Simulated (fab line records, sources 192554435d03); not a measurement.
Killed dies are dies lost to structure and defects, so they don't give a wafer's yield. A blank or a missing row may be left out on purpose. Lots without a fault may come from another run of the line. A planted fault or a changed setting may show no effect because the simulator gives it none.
A struck lot beside a sound one | flow n5_finfet | 43 steps out of a route of 1938
Sound: wafers L759.2, L759.3, L759.6. Struck: wafer L779.2. (L779.3, L779.5 of the same lot were not struck and are left out.) The cause comes at the end.
At each step with rows: each side's tool, then ch and its chambers, then its first start. Under that, the readings that differ: sound wafers | struck wafers | difference of the means | sigmas: that difference in standard deviations of wafers without a fault.
alike: readings whose means differ by less than 2 such deviations, and words and numbers that are the same on both sides. not compared: withheld readings, readings that some wafer has no value for, bounds like >300 that may hide the same value, and numbers for which the record gives no deviation and whose values overlap.
The two part at a step that has a row with sigmas, a row that says differs or no value, or rows on one side only. Numbers that don't overlap but have no deviation are shown without sigmas and don't part them. A reading that every wafer of one side lacks parts them only if that side has two wafers or more.

first, 7 steps without rows for these wafers: N5_BEOL_M3_COAT_76 (time 60 s, resist thk 5 nm); N5_BEOL_M3_COAT_22 (resist thk 30 nm); N5_BEOL_M3_EBR_24; N5_BEOL_M3_SOFTBAKE_23 (time 60 s); N5_BEOL_M3_EXPOSE_25 (exposes mask V2, defocus 5 nm); N5_BEOL_M3_PEB_26 (peb time 60 s); N5_BEOL_M3_DEVELOP_27 (develop time 30 s).
N5_BEOL_M3_CD_MEAS_28: target cd 25.7 nm, target cd y 23.3 nm.
  sound on cd_sem-03 ch 0, day 8 14:42; struck on cd_sem-03 ch 0, day 13 21:03
  reading    | sound             | struck | difference | sigmas
  cd_nm (nm) | 25.42 25.67 25.89 | 24.90  | -0.76      | -3
N5_BEOL_M3_OVL_MEAS_29:
  sound on overlay-01 ch 0, day 8 14:44; struck on overlay-01 ch 0, day 13 21:05
  alike: V2_OVL
N5_BEOL_M3_INSPECT_30: inspects for defects (brightfield).
  sound on defect_inspect-02, day 8 14:48; struck on defect_inspect-01, day 13 21:08
  alike: raw_defect_count
N5_BEOL_M3_DESCUM_33: chemistry O2, time 7 s.
  sound on rie_diel-02 ch 0,1,2, day 8 14:50; struck on rie_diel-06 ch 2, day 13 21:10
  reading                         | sound             | struck | difference | sigmas
  rf_vpp_V (V)                    | 242.1 243.7 242.7 | 239.3  | -3.5       | -2
  showerhead_plenum_p_Torr (Torr) | 2.03 2.20 2.09    | 1.95   | -0.16      | -2
  alike: chamber_pressure_mTorr, drypump_motor_current_A, oes_product_au, throttle_valve_pct
  not compared: rf_hours_counter_h
then, 1 step without rows for these wafers: N5_BEOL_M3_ETCH_77 (etches underlayer in N2/H2, target depth 6.5 nm, time 5.2 s).
N5_BEOL_M3_ETCH_69: etches SiARC in CF4, target depth 15.6 nm, time 26 s.
  sound on rie_diel-02 ch 0,1,2, day 8 14:53; struck on rie_diel-06 ch 2, day 13 21:13
  reading                         | sound             | struck | difference | sigmas
  rf_vpp_V (V)                    | 182.8 185.9 184.6 | 181.5  | -2.9       | -2
  showerhead_plenum_p_Torr (Torr) | 2.07 2.26 2.14    | 1.99   | -0.17      | -2
  alike: chamber_pressure_mTorr, drypump_motor_current_A, etch_rf_on_time_s, oes_product_au, throttle_valve_pct
  not compared: rf_hours_counter_h
then, 7 steps without rows for these wafers: N5_BEOL_M3_ALD_98 (deposits SiO2, target thk 2.5 nm, pulse time 1 s, co reactant pulse time 1 s); N5_BEOL_M3_ETCHBACK_99 (etches SiO2 in CHF3, target depth 5 nm, time 10.4 s); N5_BEOL_M3_ETCH_70 (etches SOC in N2/H2, target depth 80 nm, overetch 16 nm, time 120 s); N5_BEOL_M3_STRIP_71 (strips in N2/H2); N5_BEOL_M3_STRIP_78 (strips in N2/H2); N5_BEOL_M3_VIA_ETCH_34 (etches the open film in C4F6/O2, target depth 69.4 nm, time 65.9 s); N5_BEOL_M3_STRIP_83 (strips in C4F6/O2).
N5_BEOL_M3_STRIP_36: strips in N2/H2.
  sound on rie_diel-03 ch 2,3, day 9 02:01; struck on rie_diel-02 ch 1, day 14 10:02
  reading                        | sound             | struck | difference | sigmas
  chamber_pressure_mTorr (mTorr) | 20.02 20.02 20.05 | 19.95  | -0.08      | -3
  throttle_valve_pct (%)         | 24.21 23.74 24.19 | 23.37  | -0.68      | -2
  alike: drypump_motor_current_A, h2_flow_sccm, oes_product_au, rf_vpp_V, showerhead_plenum_p_Torr
  not compared: rf_hours_counter_h
then, 2 steps without rows for these wafers: N5_BEOL_M3_TRENCH_ETCH_37 (etches SiOC in C4F6/O2, target depth 55.555 nm, time 29.2 s); N5_BEOL_M3_ETCH_41 (etches SiCN in CH3F/O2, target depth 29.9 nm, time 52.5 s).
N5_BEOL_M3_STRIP_97: strips in N2/H2, time 10 s.
  sound on rie_diel-03 ch 2,3; struck on rie_diel-02 ch 3
  reading                         | sound          | struck | difference | sigmas
  showerhead_plenum_p_Torr (Torr) | 2.63 2.60 2.64 | 2.39   | -0.23      | -3
  alike: chamber_pressure_mTorr, drypump_motor_current_A, h2_flow_sccm, oes_product_au, rf_vpp_V, throttle_valve_pct
  not compared: rf_hours_counter_h
N5_BEOL_M3_OCD_MEAS_38:
  sound on ocd-01, day 9 02:12; struck on ocd-01, day 14 10:14
  alike: trench_depth_nm
then, 4 steps without rows for these wafers: N5_BEOL_M3_HM_STRIP_39 (strips TiN in peroxide tin strip, target depth 25 nm, time 158 s); N5_BEOL_M3_SRD_40 (time 30 s); N5_BEOL_M3_PRECLEAN_42 (cleans in residue remover, time 60 s); N5_BEOL_M3_SRD_43 (time 30 s).
N5_BEOL_M3_CD_MEAS_35: target cd 18 nm, target cd y 21 nm.
  sound on cd_sem-01, day 9 02:22; struck on cd_sem-03, day 14 10:23
  alike: cd_nm
then, 1 step without rows for these wafers: N5_BEOL_M3_DEGAS_44 (time 60 s).
N5_BEOL_M3_PRE_CLEAN_45: time 30 s.
  sound on pvd_sputter-02, day 9 02:56; struck on pvd_sputter-02, day 14 10:59
  alike: heater_power_w
then, 1 step without rows for these wafers: N5_BEOL_M3_ALD_84 (deposits TaN, pulse time 2 s, purge time 3 s, co reactant purge time 2 s).
N5_BEOL_M3_SURFACE_TREAT_85:
  sound on pvd_sputter-01, day 9 03:13; struck on pvd_sputter-01, day 14 11:34
  not compared: throttle_valve_pct
then, 8 steps without rows for these wafers: N5_BEOL_M3_CVD_47 (deposits Co from CCTBA/H2, target thk 3 nm, time 223.8 s); N5_BEOL_M3_SPUTTER_48 (material Cu, target thk 4.5 nm, time 8.29 s); N5_BEOL_M3_ANNEAL_49 (time 240 s); N5_BEOL_M3_SPUTTER_79 (material Cu, target thk 4.5 nm, time 8.29 s); N5_BEOL_M3_ANNEAL_80 (time 240 s); N5_BEOL_M3_SPUTTER_81 (material Cu, target thk 4.5 nm, time 8.29 s); N5_BEOL_M3_ANNEAL_82 (time 240 s); N5_BEOL_M3_SPUTTER_86 (material Cu, target thk 4.5 nm, time 8.29 s).
-- the record jumps here: 6 days lie between the struck wafers' starts before and after (it left off in module BEOL_M3 and takes up again in module PASSIVATION, whose first step shown is number 1936 of the route) --
N5_PASSIVATION_PROBE_49:
  sound on prober-01, day 15 01:15; struck on prober-01, day 20 22:15
  reading                  | sound          | struck | difference | sigmas
  defect_limited_yield (%) | 92.2 92.6 92.5 | 83.8   | -8.6       | -6
  killed_at_M0_to_M3       | 37 30 29       | 150    | +118       | +12
  killed_dies              | 92 87 88       | 191    | +102       | +6
  sort_bin_5_function (%)  | 4.8 4.5 4.9    | 11.0   | +6.3       | +6
  sort_n_pass              | 1088 1093 1092 | 989    | -102       | -6
  sort_yield_pct (%)       | 92.2 92.6 92.5 | 83.8   | -8.6       | -6
  alike: killed_at_M4_up, killed_at_contacts, killed_at_front_end, killed_at_other, killed_open, killed_short, sort_bin_6_memory

WHERE THEY PART
First at N5_BEOL_M3_CD_MEAS_28; last, within this record, at N5_PASSIVATION_PROBE_49.

WHY: what the simulator had put in
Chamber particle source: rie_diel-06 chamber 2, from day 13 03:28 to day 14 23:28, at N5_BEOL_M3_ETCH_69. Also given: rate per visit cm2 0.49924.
